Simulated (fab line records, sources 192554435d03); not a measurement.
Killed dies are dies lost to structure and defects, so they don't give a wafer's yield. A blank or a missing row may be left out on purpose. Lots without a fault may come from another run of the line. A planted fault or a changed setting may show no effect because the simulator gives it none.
A struck lot beside a sound one | flow n5_finfet | 15 steps out of a route of 1938
Sound: wafers L361.2, L361.3, L361.5. Struck: wafer L370.5. (L370.4 of the same lot was not struck and is left out.) The cause comes at the end.
At each step with rows: each side's tool, then ch and its chambers, then its first start. Under that, the readings that differ: sound wafers | struck wafers | difference of the means | sigmas: that difference in standard deviations of wafers without a fault.
alike: readings whose means differ by less than 2 such deviations, and words and numbers that are the same on both sides. not compared: withheld readings, readings that some wafer has no value for, bounds like >300 that may hide the same value, and numbers for which the record gives no deviation and whose values overlap.
The two part at a step that has a row with sigmas, a row that says differs or no value, or rows on one side only. Numbers that don't overlap but have no deviation are shown without sigmas and don't part them. A reading that every wafer of one side lacks parts them only if that side has two wafers or more.

first, 8 steps without rows for these wafers: N5_BEOL_M4_COAT_68 (time 60 s, resist thk 12 nm); N5_BEOL_M4_COAT_76 (time 60 s, resist thk 5 nm); N5_BEOL_M4_COAT_22 (resist thk 30 nm); N5_BEOL_M4_EBR_24; N5_BEOL_M4_SOFTBAKE_23 (time 60 s); N5_BEOL_M4_EXPOSE_25 (exposes mask V3, defocus 5 nm); N5_BEOL_M4_PEB_26 (peb time 60 s); N5_BEOL_M4_DEVELOP_27 (develop time 30 s).
N5_BEOL_M4_CD_MEAS_28: target cd 26.2 nm, target cd y 24.1 nm.
  sound on cd_sem-03 ch 0, day 10 06:48; struck on cd_sem-03 ch 0, day 12 18:08
  alike: cd_nm
N5_BEOL_M4_OVL_MEAS_29:
  sound on overlay-02 ch 0, day 10 06:50; struck on overlay-02 ch 0, day 12 18:10
  alike: V3_OVL
N5_BEOL_M4_INSPECT_30: inspects for defects (brightfield).
  sound on defect_inspect-02, day 10 06:53; struck on defect_inspect-02, day 12 18:13
  alike: raw_defect_count
N5_BEOL_M4_DESCUM_33: chemistry O2, time 7 s.
  sound on rie_diel-03 ch 1,3, day 10 06:55; struck on rie_diel-03 ch 1, day 12 18:15
  alike: drypump_motor_current_A, o2_flow_sccm, oes_product_au, rf_vpp_V, showerhead_plenum_p_Torr, throttle_valve_pct
  not compared: rf_hours_counter_h
N5_BEOL_M4_ETCH_77: etches underlayer in N2/H2, target depth 6.5 nm, time 5.2 s.
  sound on rie_diel-03 ch 1,3, day 10 06:57; struck on rie_diel-03 ch 1, day 12 18:17
  reading               | sound          | struck | difference | sigmas
  etch_rf_on_time_s (s) | 5.38 5.40 5.33 | 3.42   | -1.95      | -20
  oes_product_au (a.u.) | 0.60 0.80 0.79 | 0.99   | +0.26      | +3
  alike: drypump_motor_current_A, rf_vpp_V, showerhead_plenum_p_Torr, throttle_valve_pct
  not compared: rf_hours_counter_h
N5_BEOL_M4_ETCH_69: etches SiARC in CF4, target depth 15.6 nm, time 26 s.
  sound on rie_diel-03 ch 1,3, day 10 06:58; struck on rie_diel-03 ch 1, day 12 18:18
  alike: drypump_motor_current_A, etch_rf_on_time_s, oes_product_au, rf_vpp_V, showerhead_plenum_p_Torr, throttle_valve_pct
  not compared: rf_hours_counter_h
N5_BEOL_M4_RC_MEAS_101:
  sound on prober-02 ch 0, day 11 20:35; struck on prober-02 ch 0, day 14 02:10
  reading   | sound          | struck | difference | sigmas
  VT_P (mV) | -253 -254 -254 | -246   | +8         | +2
  alike: DIBL_N, DIBL_P, IOFF_N, IOFF_P, ION_N, ION_P, SS_N, SS_P, VT_N

WHERE THEY PART
First at N5_BEOL_M4_ETCH_77; last, within this record, at N5_BEOL_M4_RC_MEAS_101.

WHY: what the simulator had put in
Process parameter drift: rie_diel-03, from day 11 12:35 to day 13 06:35, at N5_BEOL_M4_ETCH_77. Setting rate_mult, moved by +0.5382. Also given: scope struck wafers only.
